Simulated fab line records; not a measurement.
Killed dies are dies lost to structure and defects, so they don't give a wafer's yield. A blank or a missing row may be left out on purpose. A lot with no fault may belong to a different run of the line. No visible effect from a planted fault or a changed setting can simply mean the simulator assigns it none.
The tool behind it: which one? :: flow n5Finfet :: 15 lots with 45 wafers sampled at 4 steps, on a route of 1938 steps

== WHAT EACH GAUGE READ, for each wafer ==
N5_BEOL_M15_CD_MEAS_10: target cd 360 nm.
lot: L941
measured: day 11 03:08
on: cdSem-02
cdNm (nm): 358.1 360.7 357.2

lot: L940
measured: day 11 18:40
on: cdSem-02
cdNm (nm): 357.5 358.9 358.4

lot: L942
measured: day 12 04:44
on: cdSem-01
cdNm (nm): 358.0 356.7 359.7

lot: L944
measured: day 12 11:17
on: cdSem-03
cdNm (nm): 359.4 357.6 359.6

lot: L947
measured: day 13 09:13
on: cdSem-02
cdNm (nm): 356.1 362.9 362.1

lot: L948
measured: day 13 14:01
on: cdSem-02
cdNm (nm): 361.5 361.0 364.6

lot: L949
measured: day 14 00:29
on: cdSem-03
cdNm (nm): 357.8 357.1 358.6

lot: L951
measured: day 14 03:43
on: cdSem-02
cdNm (nm): 362.4 363.5 358.8

lot: L956
measured: day 15 14:32
on: cdSem-03
cdNm (nm): 362.3 360.0 360.5

lot: L955
measured: day 16 05:36
on: cdSem-03
cdNm (nm): - - -

lot: L957
measured: day 16 10:47
on: cdSem-01
cdNm (nm): - - -

lot: L959
measured: day 16 20:07
on: cdSem-02
cdNm (nm): - - -

lot: L960
measured: day 17 01:41
on: cdSem-02
cdNm (nm): 362.0 362.6 362.0

lot: L961
measured: day 17 06:07
on: cdSem-02
cdNm (nm): 354.8 359.2 361.1

lot: L962
measured: day 17 13:53
on: cdSem-01
cdNm (nm): 362.7 355.4 363.5

== EACH LOT AND THE TOOL THAT RAN IT (in order: tool; ch and the chambers of the sampled wafers; start) ==
lot: L941
N5_BEOL_M14_ANNEAL_48: rtpAnneal-02 ch 0, day 11 01:47
N5_BEOL_M15_ILD_DEP_00: pecvd-04 ch 0,2, day 11 02:35
N5_BEOL_M15_DEVELOP_09: lithoTrack-04 ch 0, day 11 03:01

lot: L940
N5_BEOL_M14_ANNEAL_48: rtpAnneal-02 ch 0, day 11 17:16
N5_BEOL_M15_ILD_DEP_00: pecvd-04 ch 0,1, day 11 17:59
N5_BEOL_M15_DEVELOP_09: lithoTrack-04 ch 0, day 11 18:33

lot: L942
N5_BEOL_M14_ANNEAL_48: rtpAnneal-02 ch 0, day 12 03:17
N5_BEOL_M15_ILD_DEP_00: pecvd-01 ch 0,2, day 12 04:04
N5_BEOL_M15_DEVELOP_09: lithoTrack-04 ch 0, day 12 04:37

lot: L944
N5_BEOL_M14_ANNEAL_48: rtpAnneal-02 ch 0, day 12 09:58
N5_BEOL_M15_ILD_DEP_00: pecvd-02 ch 1,2, day 12 10:44
N5_BEOL_M15_DEVELOP_09: lithoTrack-04 ch 0, day 12 11:11

lot: L947
N5_BEOL_M14_ANNEAL_48: rtpAnneal-01 ch 0, day 13 07:40
N5_BEOL_M15_ILD_DEP_00: pecvd-04 ch 0,1, day 13 08:40
N5_BEOL_M15_DEVELOP_09: lithoTrack-01 ch 0, day 13 09:07

lot: L948
N5_BEOL_M14_ANNEAL_48: rtpAnneal-01 ch 0, day 13 12:16
N5_BEOL_M15_ILD_DEP_00: pecvd-04 ch 0,1,2, day 13 13:20
N5_BEOL_M15_DEVELOP_09: lithoTrack-05 ch 0, day 13 13:55

lot: L949
N5_BEOL_M14_ANNEAL_48: rtpAnneal-02 ch 0, day 13 23:08
N5_BEOL_M15_ILD_DEP_00: pecvd-02 ch 1,2, day 13 23:56
N5_BEOL_M15_DEVELOP_09: lithoTrack-04 ch 0, day 14 00:23

lot: L951
N5_BEOL_M14_ANNEAL_48: rtpAnneal-02 ch 0, day 14 02:26
N5_BEOL_M15_ILD_DEP_00: pecvd-04 ch 0,2, day 14 03:10
N5_BEOL_M15_DEVELOP_09: lithoTrack-05 ch 0, day 14 03:37

lot: L956
N5_BEOL_M14_ANNEAL_48: rtpAnneal-02 ch 0, day 15 13:09
N5_BEOL_M15_ILD_DEP_00: pecvd-01 ch 0,1,2, day 15 13:50
N5_BEOL_M15_DEVELOP_09: lithoTrack-05 ch 0, day 15 14:25

lot: L955
N5_BEOL_M14_ANNEAL_48: rtpAnneal-02 ch 0, day 16 04:17
N5_BEOL_M15_ILD_DEP_00: pecvd-04 ch 0,1, day 16 05:03
N5_BEOL_M15_DEVELOP_09: lithoTrack-05, day 16 05:29

lot: L957
N5_BEOL_M14_ANNEAL_48: rtpAnneal-01 ch 0, day 16 09:30
N5_BEOL_M15_ILD_DEP_00: pecvd-01 ch 0,1, day 16 10:14
N5_BEOL_M15_DEVELOP_09: lithoTrack-05, day 16 10:41

lot: L959
N5_BEOL_M14_ANNEAL_48: rtpAnneal-01 ch 0, day 16 18:40
N5_BEOL_M15_ILD_DEP_00: pecvd-01 ch 0,1,2, day 16 19:26
N5_BEOL_M15_DEVELOP_09: lithoTrack-04, day 16 20:01

lot: L960
N5_BEOL_M14_ANNEAL_48: rtpAnneal-02 ch 0, day 17 00:17
N5_BEOL_M15_ILD_DEP_00: pecvd-01 ch 1,2, day 17 00:59
N5_BEOL_M15_DEVELOP_09: lithoTrack-01 ch 0, day 17 01:34

lot: L961
N5_BEOL_M14_ANNEAL_48: rtpAnneal-02 ch 0, day 17 04:49
N5_BEOL_M15_ILD_DEP_00: pecvd-01 ch 1,2, day 17 05:33
N5_BEOL_M15_DEVELOP_09: lithoTrack-01 ch 0, day 17 06:00

lot: L962
N5_BEOL_M14_ANNEAL_48: rtpAnneal-01 ch 0, day 17 12:34
N5_BEOL_M15_ILD_DEP_00: pecvd-01 ch 1,2, day 17 13:19
N5_BEOL_M15_DEVELOP_09: lithoTrack-01 ch 0, day 17 13:46
- N5_BEOL_M14_ANNEAL_48: time 90 s.
- N5_BEOL_M15_ILD_DEP_00: deposits SiO2 from TEOS/O2, target thk 1629.3 nm, time 346.1 s.
- N5_BEOL_M15_DEVELOP_09: develop time 45 s.

== WHAT THE TOOLS THEMSELVES READ (means of the sampled wafers that have a number; where no wafer has one, the mark that the record gives instead) ==
N5_BEOL_M14_ANNEAL_48.
lot: L941
tool: rtpAnneal-02
annealTempCMax: 226.01
wafer_temp_C_max: 225.71

lot: L940
tool: rtpAnneal-02
annealTempCMax: 226.12
wafer_temp_C_max: 225.94

lot: L942
tool: rtpAnneal-02
annealTempCMax: 226.07
wafer_temp_C_max: 226.31

lot: L944
tool: rtpAnneal-02
annealTempCMax: 226.05
wafer_temp_C_max: 226.35

lot: L947
tool: rtpAnneal-01
annealTempCMax: 225.48
wafer_temp_C_max: 225.81

lot: L948
tool: rtpAnneal-01
annealTempCMax: 225.93
wafer_temp_C_max: 226.10

lot: L949
tool: rtpAnneal-02
annealTempCMax: 225.95
wafer_temp_C_max: 226.18

lot: L951
tool: rtpAnneal-02
annealTempCMax: 226.02
wafer_temp_C_max: 226.14

lot: L956
tool: rtpAnneal-02
annealTempCMax: 226.23
wafer_temp_C_max: 225.90

lot: L955
tool: rtpAnneal-02
annealTempCMax: 226.12
wafer_temp_C_max: 226.24

lot: L957
tool: rtpAnneal-01
annealTempCMax: 225.72
wafer_temp_C_max: 225.82

lot: L959
tool: rtpAnneal-01
annealTempCMax: 225.69
wafer_temp_C_max: 226.11

lot: L960
tool: rtpAnneal-02
annealTempCMax: 226.05
wafer_temp_C_max: 226.26

lot: L961
tool: rtpAnneal-02
annealTempCMax: 226.14
wafer_temp_C_max: 226.14

lot: L962
tool: rtpAnneal-01
annealTempCMax: 225.59
wafer_temp_C_max: 225.86

N5_BEOL_M15_ILD_DEP_00.
lot: L941
tool: pecvd-04
heaterPowerW (W): 536
rfFwdPowerW (W): 897.1
showerheadPlenumPTorr (Torr): 8.381
throttleValvePct (%): 19.9

lot: L940
tool: pecvd-04
heaterPowerW (W): 609
rfFwdPowerW (W): 898.0
showerheadPlenumPTorr (Torr): 8.362
throttleValvePct (%): 20.0

lot: L942
tool: pecvd-01
heaterPowerW (W): 681
rfFwdPowerW (W): 897.9
showerheadPlenumPTorr (Torr): 8.350
throttleValvePct (%): 18.0

lot: L944
tool: pecvd-02
heaterPowerW (W): 511
rfFwdPowerW (W): 898.8
showerheadPlenumPTorr (Torr): 8.351
throttleValvePct (%): 17.4

lot: L947
tool: pecvd-04
heaterPowerW (W): 643
rfFwdPowerW (W): 898.6
showerheadPlenumPTorr (Torr): 8.342
throttleValvePct (%): 19.7

lot: L948
tool: pecvd-04
heaterPowerW (W): 577
rfFwdPowerW (W): 897.2
showerheadPlenumPTorr (Torr): 8.363
throttleValvePct (%): 19.4

lot: L949
tool: pecvd-02
heaterPowerW (W): 457
rfFwdPowerW (W): 898.0
showerheadPlenumPTorr (Torr): 8.366
throttleValvePct (%): 17.4

lot: L951
tool: pecvd-04
heaterPowerW (W): 537
rfFwdPowerW (W): 897.7
showerheadPlenumPTorr (Torr): 8.368
throttleValvePct (%): 18.6

lot: L956
tool: pecvd-01
heaterPowerW (W): 639
rfFwdPowerW (W): 899.2
showerheadPlenumPTorr (Torr): 8.362
throttleValvePct (%): 18.3

lot: L955
tool: pecvd-04
heaterPowerW (W): 682
rfFwdPowerW (W): 893.7
showerheadPlenumPTorr (Torr): 8.344
throttleValvePct (%): 19.8

lot: L957
tool: pecvd-01
heaterPowerW (W): 635
rfFwdPowerW (W): 894.4
showerheadPlenumPTorr (Torr): 8.369
throttleValvePct (%): 18.8

lot: L959
tool: pecvd-01
heaterPowerW (W): 660
rfFwdPowerW (W): 897.0
showerheadPlenumPTorr (Torr): 8.362
throttleValvePct (%): 18.5

lot: L960
tool: pecvd-01
heaterPowerW (W): 583
rfFwdPowerW (W): 898.9
showerheadPlenumPTorr (Torr): 8.371
throttleValvePct (%): 18.9

lot: L961
tool: pecvd-01
heaterPowerW (W): 494
rfFwdPowerW (W): 896.6
showerheadPlenumPTorr (Torr): 8.363
throttleValvePct (%): 18.3

lot: L962
tool: pecvd-01
heaterPowerW (W): 504
rfFwdPowerW (W): 895.6
showerheadPlenumPTorr (Torr): 8.365
throttleValvePct (%): 18.3

N5_BEOL_M15_DEVELOP_09.
lot: L941
tool: lithoTrack-04
chillPlateTempC (C): 22.92

lot: L940
tool: lithoTrack-04
chillPlateTempC (C): 23.02

lot: L942
tool: lithoTrack-04
chillPlateTempC (C): 23.04

lot: L944
tool: lithoTrack-04
chillPlateTempC (C): 23.02

lot: L947
tool: lithoTrack-01
chillPlateTempC (C): 23.00

lot: L948
tool: lithoTrack-05
chillPlateTempC (C): 22.96

lot: L949
tool: lithoTrack-04
chillPlateTempC (C): 23.15

lot: L951
tool: lithoTrack-05
chillPlateTempC (C): 22.97

lot: L956
tool: lithoTrack-05
chillPlateTempC (C): 23.08

lot: L955
tool: lithoTrack-05
chillPlateTempC (C): -

lot: L957
tool: lithoTrack-05
chillPlateTempC (C): -

lot: L959
tool: lithoTrack-04
chillPlateTempC (C): -

lot: L960
tool: lithoTrack-01
chillPlateTempC (C): 23.01

lot: L961
tool: lithoTrack-01
chillPlateTempC (C): 23.12

lot: L962
tool: lithoTrack-01
chillPlateTempC (C): 22.92

== THE ANSWER, worked out from the rows above alone ==
Rule: what is usual is taken from the lots themselves. The widest of any qualifying gaps counts: lots, ordered by their means at a reading, are off when they make up no more than a third of the lots, leave a main group of 4 or more, and stand apart from it by 3 or more times the standard deviation of that group's means. Not used: any main group whose means are identical at the precision the tables above print for the reading. A lot without any number at a reading at which 4 lots or more have one is off too. Any other lot the step has rows for is counted as sound. The gauges are gone through in route order, then the tools' own readings, and for those a lot's mean is taken as printed above. The first step at which some lot is off is used, and at that step the reading that is off furthest; a lot without a number counts as furthest.
Off, at N5_BEOL_M15_CD_MEAS_10 on cdNm: L955, L957, L959. Without a number there: L955, L957, L959. The main group has a mean of 359.8 nm with a standard deviation of 1.6.
A tool fits if, at a process step before that reading, it ran every lot that is off, and no sound lot after the first of them. Not tried: the gauges at N5_BEOL_M15_CD_MEAS_10; whatever is off there is also off at N5_BEOL_M15_DEVELOP_09, on other tools, and gauge error can't account for it. None of those tried fits.

== WHAT THE SIMULATOR HAD INSERTED ==
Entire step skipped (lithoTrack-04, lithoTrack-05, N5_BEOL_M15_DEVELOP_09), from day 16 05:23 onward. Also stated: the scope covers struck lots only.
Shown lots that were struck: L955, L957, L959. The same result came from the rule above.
